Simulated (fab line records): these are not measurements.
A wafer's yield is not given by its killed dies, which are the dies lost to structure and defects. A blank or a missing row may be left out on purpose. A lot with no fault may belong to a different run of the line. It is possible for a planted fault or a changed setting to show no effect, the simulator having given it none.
What tool caused it? / flow n5Finfet / 10 lots, 30 wafers sampled, at 3 steps of a route of 1938

== WHAT THE GAUGES READ, wafer by wafer ==
N5_PASSIVATION_CD_MEAS_44: target cd 40000 nm.
lot=L492; measured=day 13 21:39; on=cdSem-03; cdNm (nm)=40004 40001 40004
lot=L494; measured=day 14 16:14; on=cdSem-03; cdNm (nm)=39999 40002 39999
lot=L495; measured=day 14 17:50; on=cdSem-02; cdNm (nm)=39999 40000 39998
lot=L496; measured=day 14 19:25; on=cdSem-02; cdNm (nm)=39998 40000 40002
lot=L497; measured=day 15 07:37; on=cdSem-02; cdNm (nm)=40005 39998 40002
lot=L498; measured=day 15 01:19; on=cdSem-01; cdNm (nm)=39998 40001 39998
lot=L500; measured=day 16 00:38; on=cdSem-03; cdNm (nm)=40005 39999 40004
lot=L501; measured=day 16 05:59; on=cdSem-02; cdNm (nm)=40003 40001 40004
lot=L510; measured=day 20 01:44; on=cdSem-03; cdNm (nm)=40003 39999 39999
lot=L514; measured=day 20 05:58; on=cdSem-03; cdNm (nm)=39997 39999 39995

== WHAT TOOL EACH LOT RAN ON (gives the tool, then ch and the chambers of the sampled wafers, and finally the start) ==
lot=L492; N5_BEOL_M1_SPUTTER_88=pvdSputter-01, day 6 13:28; N5_PASSIVATION_ETCH_59=rieMetal-01 ch 0,1, day 13 20:28
lot=L494; N5_BEOL_M1_SPUTTER_88=pvdSputter-01, day 7 01:09; N5_PASSIVATION_ETCH_59=rieMetal-01 ch 0,1, day 14 14:58
lot=L495; N5_BEOL_M1_SPUTTER_88=pvdSputter-01, day 7 05:57; N5_PASSIVATION_ETCH_59=rieMetal-01 ch 0,1, day 14 16:38
lot=L496; N5_BEOL_M1_SPUTTER_88=pvdSputter-02, day 7 23:31; N5_PASSIVATION_ETCH_59=rieMetal-02 ch 0, day 14 18:13
lot=L497; N5_BEOL_M1_SPUTTER_88=pvdSputter-03, day 8 01:12; N5_PASSIVATION_ETCH_59=rieMetal-01 ch 0,1, day 15 06:20
lot=L498; N5_BEOL_M1_SPUTTER_88=pvdSputter-02, day 8 03:53; N5_PASSIVATION_ETCH_59=rieMetal-01 ch 0,1, day 15 00:01
lot=L500; N5_BEOL_M1_SPUTTER_88=pvdSputter-01, day 8 18:16; N5_PASSIVATION_ETCH_59=rieMetal-03 ch 0,1, day 15 23:14
lot=L501; N5_BEOL_M1_SPUTTER_88=pvdSputter-01, day 9 07:26; N5_PASSIVATION_ETCH_59=rieMetal-03 ch 0,1, day 16 04:38
lot=L510; N5_BEOL_M1_SPUTTER_88=pvdSputter-01, day 11 16:43; N5_PASSIVATION_ETCH_59=rieMetal-03 ch 0,1, day 20 00:26
lot=L514; N5_BEOL_M1_SPUTTER_88=pvdSputter-03, day 12 19:04; N5_PASSIVATION_ETCH_59=rieMetal-01 ch 0,1, day 20 04:40
- N5_BEOL_M1_SPUTTER_88: material Cu, target thk 4.5 nm, time 8.29 s.
- N5_PASSIVATION_ETCH_59: etches TaN in Cl2/BCl3, target depth 65 nm, time 34.9 s.

== THE ANSWER, worked out from the rows above alone ==
Rule: what is usual is taken from the lots themselves. Put in order of their means at a reading, lots are off if they are a third of the lots or fewer, leave a main group of 4 or more, and stand apart from it by a gap of 3 or more times the standard deviation of the main group's means; of several such gaps the widest counts. A main group whose means are all the same, to the digits that the tables above print for the reading, isn't used. Also off: a lot with no number at a reading for which 4 or more lots have one. The other lots that the step has rows for count as sound.
None of the lots is off at any reading shown; this tells nothing.

== WHAT THE SIMULATOR HAD INSERTED ==
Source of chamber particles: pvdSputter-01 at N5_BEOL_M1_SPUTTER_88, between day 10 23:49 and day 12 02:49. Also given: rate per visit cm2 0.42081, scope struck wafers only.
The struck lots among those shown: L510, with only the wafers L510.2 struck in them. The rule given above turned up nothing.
